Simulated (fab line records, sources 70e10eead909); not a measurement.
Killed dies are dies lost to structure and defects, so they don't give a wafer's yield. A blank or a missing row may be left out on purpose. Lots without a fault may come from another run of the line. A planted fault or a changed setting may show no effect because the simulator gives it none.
Chamber matching | flow nand_harc | NHARC_P_M1_CMP_23 on cmp-04: 4 sister chambers
The step polishes, t overpolish 20 s, target thk 157.82 nm. 8 wafers are shown with their chamber, then 8 later ones without.

WAFERS WITH THEIR CHAMBER
wafer  | chamber | time_to_endpoint_s (s) | motor_current_A (A)
L082.4 | 3       | 28.4                   | 12.8
L084.4 | 1       | 23.3                   | 12.6
L084.5 | 2       | 26.3                   | 11.3
L085.1 | 1       | 22.5                   | 13.2
L088.1 | 2       | 26.2                   | 12.7
L088.3 | 3       | 26.5                   | 12.9
L088.5 | 0       | 28.4                   | 12.0
L091.2 | 0       | 29.4                   | 12.7

WAFERS WITHOUT THEIR CHAMBER
wafer  | time_to_endpoint_s (s) | motor_current_A (A)
L091.4 | 23.3                   | 12.7
L091.5 | 22.0                   | 12.9
L092.2 | 28.1                   | 11.5
L092.5 | 29.9                   | 11.8
L092.6 | 28.3                   | 12.2
L097.1 | 24.1                   | 12.5
L097.2 | 29.1                   | 11.8
L097.3 | 27.9                   | 13.1

WHICH CHAMBER EACH WENT THROUGH
wafer  | from the rows above          | in truth
L091.4 | 1                            | 1
L091.5 | 1                            | 1
L092.2 | can't be placed: 0 or 3 or 2 | 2
L092.5 | can't be placed: 0 or 3      | 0
L092.6 | can't be placed: 0 or 3 or 2 | 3
L097.1 | can't be placed: 1 or 2      | 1
L097.2 | can't be placed: 0 or 3      | 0
L097.3 | can't be placed: 3 or 0      | 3
Placed correctly: 2 of 8. Can't be placed from these rows: 6 (the true chamber is among the candidates in 6). Placed wrongly: 0.
How it was worked out, from the rows above alone: a wafer's distance from a chamber is the root of the sum, over the readings, of the square of ((its reading less the chamber's mean) divided by the reading's scatter). The wafer belongs to the nearest chamber; if the next one is less than 2 further off, it can't be placed. A chamber's mean is the mean of its shown wafers. The scatter: the root of (the sum of the squares of (reading less its chamber's mean) over the shown wafers, divided by (wafers less chambers)).
